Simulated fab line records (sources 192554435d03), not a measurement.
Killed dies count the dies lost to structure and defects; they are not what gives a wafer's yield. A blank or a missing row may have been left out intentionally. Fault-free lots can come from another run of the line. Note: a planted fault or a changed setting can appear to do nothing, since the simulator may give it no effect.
Split-lot experiment | flow n5 finfet | 21 wafers read across 7 lots, on a route 1938 steps long

## THE SPLIT ITSELF
At N5_PASSIVATION_PECVD_53 (deposits SiO2 from TEOS/O2, target thk 800 nm, time 169.4 s), the setting temp c was moved away from the recipe's 400 C on 6 of the 21 wafers read, by -3.9% to +4.1%. The other wafers ran this setting at the recipe's value.

The reading is taken at the split's own step.

## THE READING
SiO2_of_PASSIVATION_PECVD_53.thk nm (the simulator's own value, which no gauge read), in nm, at N5_PASSIVATION_PECVD_53 (deposits SiO2 from TEOS/O2, target thk 800 nm, time 169.4 s). The file gives no usual value for it. The 15 wafers here that ran the recipe average 799.5 nm, standard deviation 14 nm.

wafer  | tool, chamber at the split | temp c as run, C | against the recipe | SiO2_of_PASSIVATION_PECVD_53.thk nm, nm | against lot-mates on the recipe
L074.3 | pecvd-02, 0                | 384.2            | -3.9%              | 881.6                                   | +57.4
L074.4 | pecvd-02, 0                | 400              | recipe             | 824.2                                   | -
L074.6 | pecvd-02, 2                | 384.2            | -3.9%              | 889.6                                   | +65.4
L082.3 | pecvd-01, 1                | 400              | recipe             | 794.4                                   | -
L082.4 | pecvd-01, 1                | 400              | recipe             | 789.2                                   | -
L082.5 | pecvd-01, 0                | 400              | recipe             | 802.4                                   | -
L084.2 | pecvd-03, 1                | 400              | recipe             | 774.4                                   | -
L084.5 | pecvd-03, 2                | 400              | recipe             | 796.8                                   | -
L084.6 | pecvd-03, 1                | 400              | recipe             | 783.2                                   | -
L087.2 | pecvd-03, 1                | 400              | recipe             | 781.8                                   | -
L087.3 | pecvd-03, 2                | 400              | recipe             | 793                                     | -
L087.4 | pecvd-03, 1                | 400              | recipe             | 804.8                                   | -
L089.3 | pecvd-02, 1                | 400              | recipe             | 796.4                                   | -
L089.4 | pecvd-02, 0                | 400              | recipe             | 820.8                                   | -
L089.6 | pecvd-02, 2                | 400              | recipe             | 803.2                                   | -
L096.1 | pecvd-02, 1                | 405.1            | +1.3%              | 771                                     | -51.2
L096.2 | pecvd-02, 2                | 405.1            | +1.3%              | 777                                     | -45.2
L096.6 | pecvd-02, 2                | 400              | recipe             | 822.2                                   | -
L097.4 | pecvd-03, 1                | 400              | recipe             | 805.2                                   | -
L097.5 | pecvd-03, 0                | 416.5            | +4.1%              | 725.8                                   | -79.4
L097.6 | pecvd-03, 2                | 416.5            | +4.1%              | 713.4                                   | -91.8

THE FIT
A straight line over all 21 wafers: SiO2_of_PASSIVATION_PECVD_53.thk nm changes by -20.5 nm for each +1% of temp c; r = -0.95; the points scatter about the line by 13 nm.
The same after taking each lot's own level away (the mean of its wafers on the recipe; 21 wafers): -19 nm for each +1%; r = -0.96; scatter 11 nm.
On that fit, the largest move of temp c shifts the reading by 78 nm.
Across the lots, their own levels run from 784.80 to 824.20 nm, a range of 2.8 times the standard deviation given above.
Hence the lot-to-lot level has little effect on the slope; both slopes agree.
Check: with one of the wafers moved furthest among these (+4.1%) left out of the fit, the line predicts -84 nm for it against its lot-mates. It came out at -79.4 nm against them.

## ADDITIONAL SPLITS CARRIED BY THESE WAFERS
Other splits were also applied to these wafers ahead of the reading. Each is held against what the fit with the lots' levels taken away leaves over:
other split on the same wafers | wafers away from the commonest value | r with SiO2_of_PASSIVATION_PECVD_53.thk nm (lot level and that fit taken away)
N5_PASSIVATION_PECVD_55 time s | 9                                    | +0.05

## THE FILE'S OWN FIT
SiO2_of_PASSIVATION_PECVD_53.thk nm changes by -19.2 nm for each +1% of temp c, r = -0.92.
